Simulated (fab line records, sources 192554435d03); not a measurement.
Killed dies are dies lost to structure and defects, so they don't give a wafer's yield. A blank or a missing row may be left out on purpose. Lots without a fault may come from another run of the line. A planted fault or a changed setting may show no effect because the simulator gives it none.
fab line records | flow n5_finfet
record lots=7 wafers=21
route steps=1938 shown BEOL_M3@934 BEOL_M4@1031 BEOL_M5@1120 BEOL_M7@1308
start_h: hours from the record's first day to the start of the lot's first wafer shown | wait_h: hours since the lot's step before | " the same as in the row above | L1.1+2: a row that stands for several wafers | - no value, or no start given | * or withheld: withheld | < > ~ a bound
route shown NAME@n: a module of which the file shows steps, and the number in the route of the first | usual: mean/standard deviation of fault-free wafers | same: alike in all rows | chamber/n: place in a boat | sites: the reading at each site | _std_site: their standard deviation | _edge_site: outer sites' mean less inner sites' | radius_mm: how far each site lies from the wafer's centre | mask NAME#n: copy n | behind: the tool/chamber that last shaped the wafer | hold: why the lot was held/for how many hours/how that ended | device: the transistor (n, p or np) that didn't switch | end of line: the same wafers' tests at the end of the route | a step without rows: its recipe alone | killed: dies lost to structure and defects at the first sort, not the wafer's yield | map: a wafer's dies, x killed, . not, _ none there
set.NAME: the setting as run; set.NAME@STEP: as run at that earlier step | model.NAME: the simulator's own value behind a step, which no gauge read
lots whose settings were changed on purpose; a table a step, a row a wafer
## steps
# step N5_BEOL_M3_HM_DEP_02
# recipe material=TiN target_thk_a=200 temp_c=25 chamber_pressure_pa=0.49996
# columns lot.wafer tool chamber start_h wait_h set.target_thk_a model.TiN_of_BEOL_M3_HM_DEP_02.thk_nm
L074.1 pvd_sputter-03 - 160.66 0.2 200 20
L074.3 " - " " 200 19.8
L074.4 " - " " 182.2 17.8
L079.1 pvd_sputter-03 - 173.53 0.0 215.8 21.6
L079.2+5 " - " " 200 19.8
L084.3+6 pvd_sputter-02 - 222.27 0.5 200 20
L084.4 " - " " 200 19.8
L087.2+6 pvd_sputter-01 - 234.78 1.7 200 20.4
L087.4 " - " " 200 20.2
L088.2 pvd_sputter-03 - 241.44 1.2 200 20
L088.5 " - " " 200 20.2
L088.6 " - " " 224.5 22.4
L089.1+6 pvd_sputter-03 - 241.54 1.2 200 20
L089.2 " - " " 177.2 17.6
L091.3 pvd_sputter-01 - 242.39 0.3 214.5 22
L091.4 " - " " 214.5 21.8
L091.6 " - " " 200 20.2
# step N5_BEOL_M3_COAT_61
# recipe resist=SOC temp_c=250 time_s=60 spin_rpm=1500 resist_thk_nm=60
# step N5_BEOL_M3_COAT_62
# recipe resist=SiARC temp_c=220 time_s=60 spin_rpm=1500 resist_thk_nm=12
# step N5_BEOL_M3_STRIP_75
# recipe chemistry=N2/H2 temp_c=40 n2_flow_sccm=200 h2_flow_sccm=200 rf_frequency_hz=6e+07
# step N5_BEOL_M3_STRIP_66
# recipe chemistry=CF4 resist=SiARC power_w=300 bias_power_w=75 pressure_mtorr=50 cf4_flow_sccm=150 rf_frequency_hz=6e+07
# step N5_BEOL_M3_HM_OPEN_17
# recipe chemistry=Cl2/BCl3 target_depth_a=200 overetch_a=60 target=TiN mask_material=SOC ion_energy_ev=150 pressure_mtorr=10 icp_w=1000 bias_w=126 Cl2_flow_sccm=53.25 bcl3_flow_sccm=21.75 Ar_flow_sccm=25
# columns lot.wafer tool chamber start_h wait_h set.target_thk_a@BEOL_M3_HM_DEP_02 model.etch.depth_nm
L074.1 rie_metal-01 1 161.54 0.0 200 19.94
L074.3 " 1 " " 200 19.82
L074.4 " 0 " " 182.2 17.83
L079.1 rie_metal-03 0 174.45 0.0 215.8 21.51
L079.2 " 0 " " 200 19.82
L079.5 " 0 " " 200 19.71
L084.3 rie_metal-02 0 223.22 0.1 200 20
L084.4 " 1 " " 200 19.84
L084.6 " 0 " " 200 19.91
L087.2 rie_metal-01 1 235.85 0.0 200 20.34
L087.4 " 1 " " 200 20.21
L087.6 " 1 " " 200 20.35
L088.2 rie_metal-01 1 242.37 0.0 200 19.91
L088.5 " 1 " " 200 20.21
L088.6 " 0 " " 224.5 22.39
L089.1 rie_metal-02 1 242.53 0.0 200 20
L089.2 " 0 " " 177.2 17.62
L089.6 " 0 " " 200 20.08
L091.3 rie_metal-01 1 243.18 0.1 214.5 22
L091.4 " 0 " " 214.5 21.78
L091.6 " 1 " " 200 20.24
# step N5_BEOL_M3_STRIP_19
# recipe chemistry=O2 power_w=400 temp_c=40 pressure_mtorr=30 rf_frequency_hz=6e+07 bias_power_w=0 overash_fraction=0.2 o2_flow_sccm=225
# step N5_BEOL_M3_STRIP_83
# recipe chemistry=C4F6/O2 resist=SiARC rf_frequency_hz=6e+07
# step N5_BEOL_M3_STRIP_36
# recipe chemistry=N2/H2 power_w=450 temp_c=40 pressure_mtorr=20 rf_frequency_hz=6e+07 overash_fraction=0.3 bias_power_w=7 h2_frac=0.5 n2_flow_sccm=200 h2_flow_sccm=200
# step N5_BEOL_M3_TRENCH_ETCH_37
# recipe chemistry=C4F6/O2 target_depth_a=555.55 target=SiOC time_s=29.2 ion_energy_ev=250 pressure_mtorr=30 source_w=355 bias_w=185 Ar_flow_sccm=300 C4F6_flow_sccm=10 O2_flow_sccm=10
# columns lot.wafer tool chamber start_h wait_h set.target_thk_a@BEOL_M3_HM_DEP_02 model.TiN_of_BEOL_M3_HM_DEP_02.thk_nm
L074.1 rie_diel-06 1 - - 200 17.6
L074.3 " 2 " " 200 17.4
L074.4 " 0 " " 182.2 15.4
L079.1 rie_diel-05 2 - - 215.8 19.2
L079.2+5 " 0,2 " " 200 17.4
L084.3+4+6 rie_diel-05 3,2,1 - - 200 17.6
L087.2+4+6 rie_diel-05 3,1,2 - - 200 18
L091.3 rie_diel-02 3 - - 214.5 19.8
L091.4 " 2 " " 214.5 19.4
L091.6 " 3 " " 200 18
L088.2 rie_diel-02 0 - - 200 17.6
L088.5 " 0 " " 200 17.8
L088.6 " 3 " " 224.5 20.2
L089.1+6 rie_diel-06 3 - - 200 17.6
L089.2 " 1 " " 177.2 15.2
# step N5_BEOL_M4_EXPOSE_08
# recipe mask_id=M4 na=0.33 source_shape=dipole sigma_inner=0.369 sigma_outer=0.767 polarization=unpolarized dose_mj=41.25
# columns lot.wafer tool chamber start_h wait_h mask set.dose_mj
L074.1+3+4 euv_scanner-01 0 170.00 - M4#0 39.12
L079.1 euv_scanner-02 0 191.32 - M4#0 39.21
L079.2+5 " 0 " " M4#0 41.25
L084.3+4+6 euv_scanner-01 0 231.94 - M4#0 41.25
L087.2+4+6 euv_scanner-02 0 255.60 - M4#0 41.25
L091.3+6 euv_scanner-02 0 256.38 - M4#0 41.25
L091.4 " 0 " " M4#0 39.52
L088.2 euv_scanner-02 0 262.52 - M4#0 41.25
L088.5+6 " 0 " " M4#0 42.84
L089.1+2+6 euv_scanner-01 0 263.68 - M4#0 41.25
# step N5_BEOL_M4_PEB_09
# recipe peb_temp_c=100 peb_time_s=60 resist=CAR-EUV
# step N5_BEOL_M4_DEVELOP_10
# recipe develop_time_s=30 developer=TMAH resist=CAR-EUV rinse_liquid=surfactant_rinse dry=air_spin dev_temp_c=23
# step N5_BEOL_M4_CD_MEAS_11
# recipe target_cd_nm=16.79 landing_energy_ev=500 detector=se_inlens polarity=opening
# usual cd_nm=16.81/0.25
# columns lot.wafer tool chamber start_h wait_h set.dose_mj@BEOL_M4_EXPOSE_08 cd_nm
L074.1 cd_sem-02 0 170.13 - 39.12 15.60
L074.3 " 0 " " 39.12 15.67
L074.4 " 0 " " 39.12 15.45
L079.1 cd_sem-01 0 191.45 - 39.21 15.91
L079.2 " 0 " " 41.25 17.03
L079.5 " 0 " " 41.25 16.62
L084.3 cd_sem-03 0 232.06 - 41.25 16.72
L084.4 " 0 " " 41.25 16.64
L084.6 " 0 " " 41.25 16.64
L087.2 cd_sem-01 0 255.72 - 41.25 17.13
L087.4 " 0 " " 41.25 17.06
L087.6 " 0 " " 41.25 16.73
L091.3 cd_sem-01 0 256.50 - 41.25 16.86
L091.4 " 0 " " 39.52 16.13
L091.6 " 0 " " 41.25 17.07
L088.2 cd_sem-01 0 262.65 - 41.25 17.26
L088.5 " 0 " " 42.84 17.69
L088.6 " 0 " " 42.84 17.86
L089.1 cd_sem-01 0 263.81 - 41.25 17.00
L089.2 " 0 " " 41.25 16.80
L089.6 " 0 " " 41.25 16.61
# step N5_BEOL_M4_DESCUM_16
# recipe chemistry=O2 time_s=7 source_power_w=50 bias_power_w=20 pressure_mtorr=20 rf_frequency_hz=2.712e+07 temp_c=40 resist=CAR-EUV o2_flow_sccm=225
# columns lot.wafer tool chamber start_h wait_h set.time_s model.CAR-EUV_of_BEOL_M4_COAT_05.thk_nm
L074.1 rie_diel-04 2 170.25 0.0 7 26.2
L074.3+4 " 3,1 " " 6.306 26.4
L079.1 rie_diel-04 0 191.57 0.0 7 26.2
L079.2+5 " 3,0 " " 7 26
L084.3+4 rie_diel-01 3 232.19 0.0 6.236 26.4
L084.6 " 0 " " 7 26
L087.2+6 rie_diel-01 3,0 255.84 0.0 7 26
L087.4 " 1 " " 7 26.2
L091.3+6 rie_diel-01 0,1 256.74 0.1 8.182 25.6
L091.4 " 0 " " 7 26.2
L088.2+5 rie_diel-03 1 262.77 0.0 7 26
L088.6 " 2 " " 7.561 25.6
L089.1+6 rie_diel-01 0,2 263.93 0.0 7 26
L089.2 " 3 " " 8.303 25.4
# step N5_BEOL_M4_ETCH_74
# recipe chemistry=N2/H2 target=underlayer target_depth_a=65 mask_material=CAR-EUV time_s=5.2 ion_energy_ev=200 pressure_mtorr=30 source_w=840 bias_w=150 n2_flow_sccm=200 h2_flow_sccm=200 ends=cleared
# columns lot.wafer tool chamber start_h wait_h set.time_s@BEOL_M4_DESCUM_16 model.CAR-EUV_of_BEOL_M4_COAT_05.thk_nm
L074.1 rie_diel-04 2 170.29 0.0 7 20.4
L074.3 " 3 " " 6.306 20.6
L074.4 " 1 " " 6.306 20.8
L079.1+2+5 rie_diel-04 0,3,0 191.61 0.0 7 20.4
L084.3+4 rie_diel-01 3 232.22 0.0 6.236 20.6
L084.6 " 0 " " 7 20.4
L087.2+6 rie_diel-01 3,0 255.88 0.0 7 20.2
L087.4 " 1 " " 7 20.4
L091.3 rie_diel-01 0 256.77 0.0 8.182 19.8
L091.4 " 0 " " 7 20.4
L091.6 " 1 " " 8.182 20
L088.2 rie_diel-03 1 262.80 0.0 7 20.2
L088.5 " 1 " " 7 20.4
L088.6 " 2 " " 7.561 20
L089.1+6 rie_diel-01 0,2 263.97 0.0 7 20.2
L089.2 " 3 " " 8.303 19.6
# step N5_BEOL_M4_DESCUM_33
# recipe chemistry=O2 time_s=7 source_power_w=50 bias_power_w=20 pressure_mtorr=20 rf_frequency_hz=2.712e+07 temp_c=40 resist=CAR-EUV o2_flow_sccm=225
# columns lot.wafer tool chamber start_h wait_h set.time_s model.CAR-EUV_of_BEOL_M4_COAT_22.thk_nm
L074.1+4 rie_diel-03 0,1 171.40 0.1 5.751 26.6
L074.3 " 2 " " 7 26
L079.1+2+5 rie_diel-01 3,0,1 192.70 0.0 7 26
L084.3+6 rie_diel-03 2,0 233.20 0.0 7.692 25.6
L084.4 " 2 " " 7 25.8
L087.2+4+6 rie_diel-04 0,2,1 256.75 0.0 7 26
L091.3 rie_diel-04 0 257.97 0.2 6.421 26.2
L091.4+6 " 2,0 " " 7 26
L088.2+6 rie_diel-04 1,0 263.89 0.0 7 26.2
L088.5 " 1 " " 5.958 26.6
L089.1+2 rie_diel-03 0,2 264.94 0.0 7 26
L089.6 " 3 " " 8.142 25.4
# step N5_BEOL_M4_ETCH_77
# recipe chemistry=N2/H2 target=underlayer target_depth_a=65 mask_material=CAR-EUV time_s=5.2 ion_energy_ev=200 pressure_mtorr=30 source_w=840 bias_w=150 n2_flow_sccm=200 h2_flow_sccm=200 ends=cleared
# columns lot.wafer tool chamber start_h wait_h set.time_s@BEOL_M4_DESCUM_33 model.CAR-EUV_of_BEOL_M4_COAT_22.thk_nm
L074.1+4 rie_diel-03 0,1 171.43 0.0 5.751 20.8
L074.3 " 2 " " 7 20.2
L079.1 rie_diel-01 3 192.73 0.0 7 20.2
L079.2+5 " 0,1 " " 7 20.4
L084.3+6 rie_diel-03 2,0 233.23 0.0 7.692 19.8
L084.4 " 2 " " 7 20
L087.2+4+6 rie_diel-04 0,2,1 256.79 0.0 7 20.2
L091.3 rie_diel-04 0 258.01 0.0 6.421 20.6
L091.4+6 " 2,0 " " 7 20.2
L088.2+6 rie_diel-04 1,0 263.93 0.0 7 20.4
L088.5 " 1 " " 5.958 21
L089.1 rie_diel-03 0 264.97 0.0 7 20.4
L089.2 " 2 " " 7 20.2
L089.6 " 3 " " 8.142 19.6
# step N5_BEOL_M4_ETCH_69
# recipe chemistry=CF4 target=SiARC target_depth_a=156 mask_material=CAR-EUV time_s=26 ion_energy_ev=80 pressure_mtorr=40 source_w=545 bias_w=36 Ar_flow_sccm=100 cf4_flow_sccm=100 ends=cleared
# columns lot.wafer tool chamber start_h wait_h set.time_s@BEOL_M4_DESCUM_33 model.CAR-EUV_of_BEOL_M4_COAT_22.thk_nm
L074.1+4 rie_diel-03 0,1 171.45 0.0 5.751 11.6
L074.3 " 2 " " 7 11
L079.1 rie_diel-01 3 192.75 0.0 7 11
L079.2+5 " 0,1 " " 7 11.2
L084.3+6 rie_diel-03 2,0 233.25 0.0 7.692 10.6
L084.4 " 2 " " 7 10.8
L087.2+4+6 rie_diel-04 0,2,1 256.81 0.0 7 11
L091.3 rie_diel-04 0 258.03 0.0 6.421 11.2
L091.4 " 2 " " 7 10.8
L091.6 " 0 " " 7 11
L088.2+6 rie_diel-04 1,0 263.95 0.0 7 11.2
L088.5 " 1 " " 5.958 11.8
L089.1 rie_diel-03 0 264.99 0.0 7 11.2
L089.2 " 2 " " 7 11
L089.6 " 3 " " 8.142 10.4
# step N5_BEOL_M4_ALD_98
# recipe material=SiO2 target_thk_a=25 temp_c=100 ald_precursor_family=BDEAS ald_co_reactant=O2-plasma pulse_time_s=1 co_reactant_pulse_time_s=1 purge_time_s=2 co_reactant_purge_time_s=2 ald_cycles=17 pressure_torr=2
# step N5_BEOL_M4_ETCHBACK_99
# recipe chemistry=CHF3 target=SiO2 target_depth_a=50 time_s=10.4 source_w=215 bias_w=47 Ar_flow_sccm=200 CHF3_flow_sccm=12 ion_energy_ev=100 pressure_mtorr=30
# columns lot.wafer tool chamber start_h wait_h set.time_s@BEOL_M4_DESCUM_33 model.CAR-EUV_of_BEOL_M4_COAT_22.thk_nm
L074.1 rie_diel-04 3 172.23 0.6 5.751 11
L074.3 " 1 " " 7 10.2
L074.4 " 0 " " 5.751 10.8
L079.1+2+5 rie_diel-04 1,3,3 196.78 3.9 7 10.4
L084.3+6 rie_diel-03 0,1 236.29 2.9 7.692 9.8
L084.4 " 3 " " 7 10.2
L091.3 rie_diel-01 2 262.59 4.2 6.421 10.6
L091.4+6 " 0,2 " " 7 10.2
L087.2+6 rie_diel-04 1,0 278.26 21.3 7 10.4
L087.4 " 3 " " 7 10.2
L088.2 rie_diel-03 0 283.27 19.2 7 10.6
L088.5 " 1 " " 5.958 11
L088.6 " 2 " " 7 10.4
L089.1 rie_diel-03 1 287.53 22.4 7 10.4
L089.2 " 3 " " 7 10.2
L089.6 " 2 " " 8.142 9.6
# step N5_BEOL_M5_COAT_05
# recipe resist=CAR-EUV spin_rpm=1500 resist_thk_nm=30
# columns lot.wafer tool chamber start_h wait_h set.spin_rpm model.CAR-EUV_of_BEOL_M5_COAT_05.thk_nm
L074.1+3 litho_track-01 0 - - 1569 29.4
L074.4 " 0 " " 1500 30
L079.1+2 litho_track-03 0 - - 1543 29.4
L079.5 " 0 " " 1500 30
L084.3+6 litho_track-05 0 - - 1437 30.8
L084.4 " 0 " " 1500 30
L087.2+4+6 litho_track-03 0 - - 1500 30
L088.2+5+6 litho_track-03 0 - - 1500 30
L089.1 litho_track-03 0 - - 1365 31.2
L089.2+6 " 0 " " 1500 29.8
L091.3+6 litho_track-01 0 - - 1449 30.4
L091.4 " 0 " " 1500 30
# step N5_BEOL_M5_EBR_07
# recipe solvent=PGMEA ebr_width_mm=1.5
# step N5_BEOL_M5_SOFTBAKE_06
# recipe temp_c=110 time_s=60 resist=CAR-EUV
# step N5_BEOL_M5_EXPOSE_08
# recipe mask_id=M5 na=0.33 source_shape=annular sigma_inner=0.4 sigma_outer=0.8 polarization=unpolarized target_cd_nm=28 dose_mj=35.75
# step N5_BEOL_M5_PEB_09
# recipe peb_temp_c=100 peb_time_s=60 resist=CAR-EUV
# step N5_BEOL_M5_DEVELOP_10
# recipe develop_time_s=30 developer=TMAH resist=CAR-EUV rinse_liquid=surfactant_rinse dry=air_spin dev_temp_c=23
# columns lot.wafer tool chamber start_h wait_h set.spin_rpm@BEOL_M5_COAT_05 model.CAR-EUV_of_BEOL_M5_COAT_05.thk_nm
L074.1 litho_track-05 0 - - 1569 29
L074.3 " 0 " " 1569 28.8
L074.4 " 0 " " 1500 29.6
L079.1+2 litho_track-03 0 - - 1543 29
L079.5 " 0 " " 1500 29.4
L084.3+6 litho_track-03 0 - - 1437 30.4
L084.4 " 0 " " 1500 29.6
L087.2+4+6 litho_track-03 0 - - 1500 29.6
L088.2+5 litho_track-05 0 - - 1500 29.6
L088.6 " 0 " " 1500 29.4
L089.1 litho_track-03 0 - - 1365 30.8
L089.2+6 " 0 " " 1500 29.4
L091.3+6 litho_track-03 0 - - 1449 30
L091.4 " 0 " " 1500 29.6
# step N5_BEOL_M5_SPUTTER_81
# recipe material=Cu target_thk_a=150 temp_c=-20 chamber_pressure_pa=0.07 power_w=withheld time_s=27.62
# columns lot.wafer tool chamber start_h wait_h set.time_s model.Cu_of_BEOL_M5_SPUTTER_81.thk_nm
L074.1 pvd_sputter-02 - 184.78 0.5 27.62 15.4
L074.3 " - " " 27.62 15
L074.4 " - " " 27.62 15.2
L079.1+5 pvd_sputter-03 - 211.60 0.5 27.62 15
L079.2 " - " " 27.62 15.2
L084.3+6 pvd_sputter-01 - 252.64 0.5 27.62 14.8
L084.4 " - " " 27.62 15
L087.2 pvd_sputter-02 - 290.66 0.5 27.62 14.6
L087.4+6 " - " " 27.62 15
L088.2 pvd_sputter-03 - 298.28 0.6 27.62 14.8
L088.5+6 " - " " 25.73 13.8
L089.1+6 pvd_sputter-01 - 300.19 0.5 27.62 14.8
L089.2 " - " " 27.62 14.6
L091.3 pvd_sputter-03 - 302.72 0.5 23.8 -
L091.4 " - " " 23.8 13.2
L091.6 " - " " 27.62 15.2
# step N5_BEOL_M7_TRENCH_ETCH_37
# recipe chemistry=C4F6/O2 target_depth_a=934.78 target=SiCOH_lowk time_s=31.2 ion_energy_ev=250 pressure_mtorr=30 source_w=345 bias_w=185 Ar_flow_sccm=300 C4F6_flow_sccm=10 O2_flow_sccm=10
# usual rf_vpp_V=670/11
# columns lot.wafer tool chamber start_h wait_h set.bias_w rf_vpp_V
L074.1 rie_diel-06 0 - - 185 672
L074.3 " 1 " " 185 676
L074.4 " 0 " " 185 672
L079.1 rie_diel-05 0 - - 173.9 640
L079.2 " 3 " " 185 657
L079.5 " 2 " " 185 650
L084.3 rie_diel-02 2 - - 185 655
L084.4 " 3 " " 185 655
L084.6 " 3 " " 185 654
L087.2 rie_diel-06 3 - - 185 688
L087.4 " 3 " " 185 687
L087.6 " 0 " " 185 670
L088.2 rie_diel-02 3 - - 185 653
L088.5 " 0 " " 185 682
L088.6 " 3 " " 164.5 596
L089.1 rie_diel-05 3 - - 201.6 702
L089.2 " 2 " " 185 650
L089.6 " 3 " " 201.6 703
L091.3 rie_diel-06 2 - - 185 682
L091.4 " 0 " " 152.9 578
L091.6 " 2 " " 185 682
# step N5_BEOL_M7_ETCH_41
# recipe chemistry=CH3F/O2 target=SiCN target_depth_a=319 taper_deg=2 time_s=57.8 ion_energy_ev=120 mask_material=TiN pressure_mtorr=30 source_w=395 bias_w=75 Ar_flow_sccm=150 CH3F_flow_sccm=30 O2_flow_sccm=20
# usual rf_vpp_V=297.3/1.5
# columns lot.wafer tool chamber start_h wait_h set.source_w rf_vpp_V model.etch.depth_nm
L074.1 rie_diel-06 0 - - 448.8 286.6 23.4
L074.3 " 1 " " 395 295.3 21.57
L074.4 " 0 " " 448.8 287.2 23.46
L079.1 rie_diel-05 0 - - 415.9 294.0 22.54
L079.2 " 3 " " 415.9 292.8 21.92
L079.5 " 2 " " 395 296.6 21.55
L084.3 rie_diel-02 2 - - 395 297.7 22.12
L084.4 " 3 " " 395 297.2 21.61
L084.6 " 3 " " 460.9 281.6 22.83
L087.2 rie_diel-06 3 - - 395 299.8 22.4
L087.4 " 3 " " 395 299.0 22.21
L087.6 " 0 " " 395 298.4 22.38
L088.2 rie_diel-02 3 - - 462.7 281.3 22.69
L088.5 " 0 " " 395 295.6 21.94
L088.6 " 3 " " 462.7 282.0 22.73
L089.1 rie_diel-05 3 - - 350.5 307.8 20.49
L089.2 " 2 " " 395 295.7 21.76
L089.6 " 3 " " 395 296.6 21.5
L091.3 rie_diel-06 2 - - 395 300.8 22.67
L091.4 " 0 " " 395 297.3 22.36
L091.6 " 2 " " 395 299.3 22.53
## key
split step=N5_BEOL_M3_HM_DEP_02 setting=target_thk_a stated=200 by=wafer
response step=N5_BEOL_M3_HM_DEP_02 reading=model.TiN_of_BEOL_M3_HM_DEP_02.thk_nm change=+0.213 per=1% r=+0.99
response step=N5_BEOL_M3_HM_OPEN_17 reading=model.etch.depth_nm change=+0.211 per=1% r=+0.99
response step=N5_BEOL_M3_TRENCH_ETCH_37 reading=model.TiN_of_BEOL_M3_HM_DEP_02.thk_nm change=+0.216 per=1% r=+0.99
split step=N5_BEOL_M4_EXPOSE_08 setting=dose_mj stated=41.25 by=wafer
response step=N5_BEOL_M4_CD_MEAS_11 reading=cd_nm change=+0.176 per=1% r=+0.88
split step=N5_BEOL_M4_DESCUM_16 setting=time_s stated=7 by=wafer
response step=N5_BEOL_M4_DESCUM_16 reading=model.CAR-EUV_of_BEOL_M4_COAT_05.thk_nm change=-0.0338 per=1% r=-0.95
response step=N5_BEOL_M4_ETCH_74 reading=model.CAR-EUV_of_BEOL_M4_COAT_05.thk_nm change=-0.0298 per=1% r=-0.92
split step=N5_BEOL_M4_DESCUM_33 setting=time_s stated=7 by=wafer
response step=N5_BEOL_M4_DESCUM_33 reading=model.CAR-EUV_of_BEOL_M4_COAT_22.thk_nm change=-0.0309 per=1% r=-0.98
response step=N5_BEOL_M4_ETCH_77 reading=model.CAR-EUV_of_BEOL_M4_COAT_22.thk_nm change=-0.0374 per=1% r=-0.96
response step=N5_BEOL_M4_ETCH_69 reading=model.CAR-EUV_of_BEOL_M4_COAT_22.thk_nm change=-0.0365 per=1% r=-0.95
response step=N5_BEOL_M4_ETCHBACK_99 reading=model.CAR-EUV_of_BEOL_M4_COAT_22.thk_nm change=-0.0397 per=1% r=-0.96
split step=N5_BEOL_M5_COAT_05 setting=spin_rpm stated=1500 by=wafer
response step=N5_BEOL_M5_COAT_05 reading=model.CAR-EUV_of_BEOL_M5_COAT_05.thk_nm change=-0.156 per=1% r=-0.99
response step=N5_BEOL_M5_DEVELOP_10 reading=model.CAR-EUV_of_BEOL_M5_COAT_05.thk_nm change=-0.155 per=1% r=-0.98
split step=N5_BEOL_M5_SPUTTER_81 setting=time_s stated=27.62 by=wafer
response step=N5_BEOL_M5_SPUTTER_81 reading=model.Cu_of_BEOL_M5_SPUTTER_81.thk_nm change=+0.145 per=1% r=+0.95
split step=N5_BEOL_M7_TRENCH_ETCH_37 setting=bias_w stated=185 by=wafer
response step=N5_BEOL_M7_TRENCH_ETCH_37 reading=rf_vpp_V change=+5.86 per=1% r=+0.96
split step=N5_BEOL_M7_ETCH_41 setting=source_w stated=395 by=wafer
response step=N5_BEOL_M7_ETCH_41 reading=rf_vpp_V change=-0.839 per=1% r=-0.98
response step=N5_BEOL_M7_ETCH_41 reading=model.etch.depth_nm change=+0.078 per=1% r=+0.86
